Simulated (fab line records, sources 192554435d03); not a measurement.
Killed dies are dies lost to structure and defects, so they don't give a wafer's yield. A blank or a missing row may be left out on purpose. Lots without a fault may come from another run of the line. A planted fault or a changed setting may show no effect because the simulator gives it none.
Which tool did it? | flow n5_finfet | 9 lots, 26 wafers sampled, at 7 steps of a route of 1938

WHAT THE GAUGES READ, wafer by wafer
N5_BEOL_M4_RC_MEAS_101.
lot  | measured     | on        | DIBL_N (mV/V)  | DIBL_P (mV/V)  | IOFF_N (nA/um) | IOFF_P (nA/um) | ION_N (uA/um) | ION_P (uA/um) | SS_N (mV/dec)  | SS_P (mV/dec)  | VT_N (mV)   | VT_P (mV)
L802 | day 8 15:56  | prober-02 | 35.4 35.4 35.0 | 37.8 38.0 38.6 | 0.16 0.16 0.16 | 0.21 0.22 0.22 | 684 673 680   | 464 463 469   | 71.1 71.4 71.7 | 73.1 74.1 72.9 | 250 252 246 | -249 -249 -248
L803 | day 9 02:04  | prober-01 | 36.2 36.6 36.1 | 35.0 36.3 35.0 | 0.17 0.18 0.16 | 0.23 0.25 0.24 | 682 670 667   | 467 465 464   | 72.2 71.1 71.3 | 73.1 73.9 74.1 | 249 248 251 | -249 -244 -244
L805 | day 10 08:14 | prober-01 | 38.4 35.3 35.4 | 37.2 34.7 34.4 | 0.20 0.15 0.15 | 0.26 0.22 0.21 | 697 689 678   | 470 473 468   | 71.9 71.2 72.0 | 73.5 73.2 72.7 | 246 249 250 | -244 -248 -249
L809 | day 10 13:52 | prober-01 | 37.5 34.5 36.5 | 36.4 34.1 36.2 | 0.21 0.14 0.20 | 0.26 0.22 0.26 | 681 682 690   | 471 476 472   | 71.8 70.7 71.4 | 72.5 72.7 72.7 | 244 248 245 | -246 -246 -246
L810 | day 10 20:01 | prober-02 | 32.9 34.6 35.7 | 34.8 36.6 38.1 | 0.12 0.14 0.16 | 0.17 0.19 0.21 | 679 674 683   | 470 462 466   | 70.5 70.4 71.0 | 72.2 72.8 73.8 | 253 253 252 | -253 -251 -252
L818 | day 12 18:43 | prober-02 | 34.6 34.2 35.2 | 34.6 34.5 34.7 | 0.13 0.13 0.13 | 0.20 0.19 0.20 | 650 665 659   | 458 462 460   | 71.4 70.3 71.3 | 72.5 73.3 72.6 | 249 250 250 | -248 -248 -247
L819 | day 12 21:07 | prober-01 | 35.5 36.5 35.4 | 35.1 35.7 33.6 | 0.15 0.16 0.14 | 0.22 0.23 0.20 | 683 668 669   | 473 464 465   | 71.0 71.0 71.5 | 74.0 73.4 72.4 | 248 252 253 | -249 -249 -250
L820 | day 13 20:05 | prober-01 | 33.8 36.4      | 33.1 36.4      | 0.12 0.17      | 0.17 0.22      | 663 692       | 462 474       | 70.7 71.4      | 72.3 73.4      | 251 245     | -253 -247
L822 | day 14 04:31 | prober-02 | 35.0 36.9 37.2 | 35.3 36.5 36.8 | 0.16 0.17 0.19 | 0.21 0.21 0.22 | 693 682 680   | 463 467 465   | 70.4 72.3 71.8 | 73.5 74.0 74.4 | 248 251 248 | -250 -249 -250

N5_BEOL_M11_OCD_MEAS_38.
lot  | measured     | on     | trench_depth_nm (nm)
L802 | day 11 02:37 | ocd-01 | 146.8 146.5 147.1
L803 | day 11 17:20 | ocd-02 | 150.0 151.3 150.1
L805 | day 12 19:27 | ocd-01 | 145.8 147.1 147.5
L809 | day 13 09:11 | ocd-01 | 146.1 151.6 152.2
L810 | day 13 15:25 | ocd-01 | 147.4 147.9 148.7
L818 | day 15 12:30 | ocd-02 | 152.8 151.0 145.2
L819 | day 15 21:34 | ocd-01 | 151.8 145.4 150.3
L820 | day 16 16:06 | ocd-02 | 146.5 143.9
L822 | day 16 23:44 | ocd-02 | 150.4 151.0 145.0

N5_BEOL_M12_THK_MEAS_01.
lot  | measured     | on            | M12_ILD_THK (nm)
L802 | day 11 06:17 | film_metro-01 | 656 663 671
L803 | day 11 22:41 | film_metro-01 | 666 668 669
L805 | day 12 23:01 | film_metro-02 | 673 659 660
L809 | day 13 13:34 | film_metro-02 | 649 653 670
L810 | day 13 18:53 | film_metro-02 | 667 666 674
L818 | day 15 19:14 | film_metro-01 | 660 559 675
L819 | day 16 01:21 | film_metro-01 | 648 654 561
L820 | day 16 19:58 | film_metro-02 | 654 648
L822 | day 17 05:43 | film_metro-02 | 650 669 658

N5_BEOL_M12_OCD_MEAS_35.
lot  | measured     | on     | trench_depth_nm (nm)
L802 | day 11 08:14 | ocd-02 | 327 316 324
L803 | day 12 00:55 | ocd-01 | 317 325 327
L805 | day 13 01:05 | ocd-02 | 315 316 322
L809 | day 13 15:43 | ocd-01 | 323 318 329
L810 | day 13 21:06 | ocd-02 | 325 320 330
L818 | day 15 21:11 | ocd-01 | 315 226 319
L819 | day 16 03:26 | ocd-02 | 322 325 236
L820 | day 16 21:56 | ocd-01 | 317 314
L822 | day 17 07:55 | ocd-01 | 328 322 325

WHICH TOOL RAN EACH LOT (tool, then ch and the chambers of the sampled wafers, then the start)
lot  | N5_BEOL_M11_ETCH_41                           | N5_BEOL_M11_SPUTTER_48       | N5_BEOL_M12_ILD_DEP_00
L802 | rie_diel-04 ch 0,2, day 11 02:37 or earlier   | pvd_sputter-03, day 11 04:04 | pecvd-04 ch 0,1,2, day 11 06:09
L803 | rie_diel-06 ch 0,1,2, day 11 17:20 or earlier | pvd_sputter-02, day 11 18:35 | pecvd-04 ch 1,2, day 11 22:34
L805 | rie_diel-05 ch 1,2,3, day 12 19:27 or earlier | pvd_sputter-01, day 12 21:52 | pecvd-03 ch 0,1,2, day 12 22:56
L809 | rie_diel-06 ch 0,1,3, day 13 09:11 or earlier | pvd_sputter-01, day 13 12:25 | pecvd-04 ch 1,2, day 13 13:26
L810 | rie_diel-04 ch 0,1,3, day 13 15:25 or earlier | pvd_sputter-02, day 13 17:13 | pecvd-04 ch 1,2, day 13 18:45
L818 | rie_diel-04 ch 0,1,2, day 15 12:30 or earlier | pvd_sputter-03, day 15 17:58 | pecvd-04 ch 0,2, day 15 19:06
L819 | rie_diel-04 ch 0,1,3, day 15 21:34 or earlier | pvd_sputter-02, day 16 00:12 | pecvd-04 ch 0,2, day 16 01:13
L820 | rie_diel-05 ch 0,2, day 16 16:06 or earlier   | pvd_sputter-02, day 16 18:46 | pecvd-01 ch 1,2, day 16 19:50
L822 | rie_diel-06 ch 0,1,3, day 16 23:44 or earlier | pvd_sputter-01, day 17 04:31 | pecvd-03 ch 0,2, day 17 05:34
- N5_BEOL_M11_ETCH_41: etches SiCN in CH3F/O2, target depth 42.6 nm, time 86 s.
- N5_BEOL_M11_SPUTTER_48: material Cu, target thk 12 nm, time 2 s.
- N5_BEOL_M12_ILD_DEP_00: deposits SiOC from DEMS/O2, target thk 658.92 nm, time 130.7 s.

WHAT THE TOOLS THEMSELVES READ (means of the sampled wafers that have a number; where no wafer has one, the mark that the record gives instead)
N5_BEOL_M11_ETCH_41.
lot  | tool        | bias_w (W) | drypump_motor_current_A (A) | oes_product_au (a.u.) | rf_vpp_V (V) | showerhead_plenum_p_Torr (Torr) | throttle_valve_pct (%)
L802 | rie_diel-04 | 75.05      | 5.9                         | 0.73                  | 296.0        | 1.94                            | 16.62
L803 | rie_diel-06 | 74.77      | 5.6                         | 0.87                  | 297.9        | 2.10                            | 16.12
L805 | rie_diel-05 | 75.09      | 5.2                         | 0.72                  | 295.5        | 1.93                            | 16.48
L809 | rie_diel-06 | 75.22      | 5.5                         | 0.84                  | 299.0        | 2.12                            | 16.18
L810 | rie_diel-04 | 74.93      | 6.0                         | 0.73                  | 298.4        | 2.05                            | 16.61
L818 | rie_diel-04 | 75.14      | 6.0                         | 0.90                  | 299.3        | 2.07                            | 16.29
L819 | rie_diel-04 | 74.91      | 6.1                         | 0.81                  | 297.7        | 2.04                            | 16.49
L820 | rie_diel-05 | 75.06      | 5.3                         | 0.76                  | 296.0        | 1.95                            | 16.41
L822 | rie_diel-06 | 75.01      | 5.5                         | 0.81                  | 298.8        | 2.11                            | 16.24

N5_BEOL_M11_SPUTTER_48.
lot  | tool           | cathode_dc_power_W (W) | chuck_gas_flow_sccm (sccm) | throttle_valve_pct (%)
L802 | pvd_sputter-03 | 26002                  | 1.22                       | 29.8
L803 | pvd_sputter-02 | 26002                  | 1.25                       | 30.2
L805 | pvd_sputter-01 | 25999                  | 1.30                       | 30.2
L809 | pvd_sputter-01 | 25999                  | 1.29                       | 29.7
L810 | pvd_sputter-02 | 26000                  | 1.26                       | 30.5
L818 | pvd_sputter-03 | 26001                  | 1.32                       | 29.9
L819 | pvd_sputter-02 | 25997                  | 1.24                       | 30.4
L820 | pvd_sputter-02 | 25997                  | 1.28                       | 30.3
L822 | pvd_sputter-01 | 26001                  | 1.30                       | 29.8

N5_BEOL_M12_ILD_DEP_00.
lot  | tool     | heater_power_w (W) | showerhead_plenum_p_Torr (Torr) | throttle_valve_pct (%)
L802 | pecvd-04 | 491                | 5.689                           | 11.8
L803 | pecvd-04 | 481                | 5.706                           | 11.6
L805 | pecvd-03 | 458                | 5.687                           | 12.1
L809 | pecvd-04 | 490                | 5.696                           | 11.8
L810 | pecvd-04 | 529                | 5.703                           | 11.5
L818 | pecvd-04 | 444                | 5.673                           | 12.5
L819 | pecvd-04 | 436                | 5.676                           | 12.3
L820 | pecvd-01 | 474                | 5.674                           | 11.8
L822 | pecvd-03 | 486                | 5.681                           | 12.3

THE ANSWER, worked out from the rows above alone
Rule: what is usual is taken from the lots themselves. Put in order of their means at a reading, lots are off if they are a third of the lots or fewer, leave a main group of 4 or more, and stand apart from it by a gap of 3 or more times the standard deviation of the main group's means; of several such gaps the widest counts. A main group whose means are all the same, to the digits that the tables above print for the reading, isn't used. A lot without any number at a reading at which 4 lots or more have one is off too. The other lots that the step has rows for count as sound. The gauges are gone through in route order, then the tools' own readings, and for those a lot's mean is taken as printed above. The first step at which some lot is off is used, and at that step the reading that is off furthest; a lot without a number counts as furthest.
Off: L818, L819, at N5_BEOL_M12_THK_MEAS_01 (M12_ILD_THK). The main group: mean 662 nm, standard deviation 5.8.
A tool fits if, at a process step before that reading, it ran every lot that is off, and no sound lot after the first of them. The gauges at N5_BEOL_M12_THK_MEAS_01 aren't tried: what is off there is off at N5_BEOL_M12_OCD_MEAS_35 too, on other tools, and a gauge's error can't cause that. N5_BEOL_M11_ETCH_41 gives no start for some lots, so the hours and the order of its lots are those of N5_BEOL_M11_OCD_MEAS_38. Can't be told from this: 2 tools fit, rie_diel-04 at N5_BEOL_M11_ETCH_41, pecvd-04 at N5_BEOL_M12_ILD_DEP_00.

WHAT THE SIMULATOR HAD PUT IN
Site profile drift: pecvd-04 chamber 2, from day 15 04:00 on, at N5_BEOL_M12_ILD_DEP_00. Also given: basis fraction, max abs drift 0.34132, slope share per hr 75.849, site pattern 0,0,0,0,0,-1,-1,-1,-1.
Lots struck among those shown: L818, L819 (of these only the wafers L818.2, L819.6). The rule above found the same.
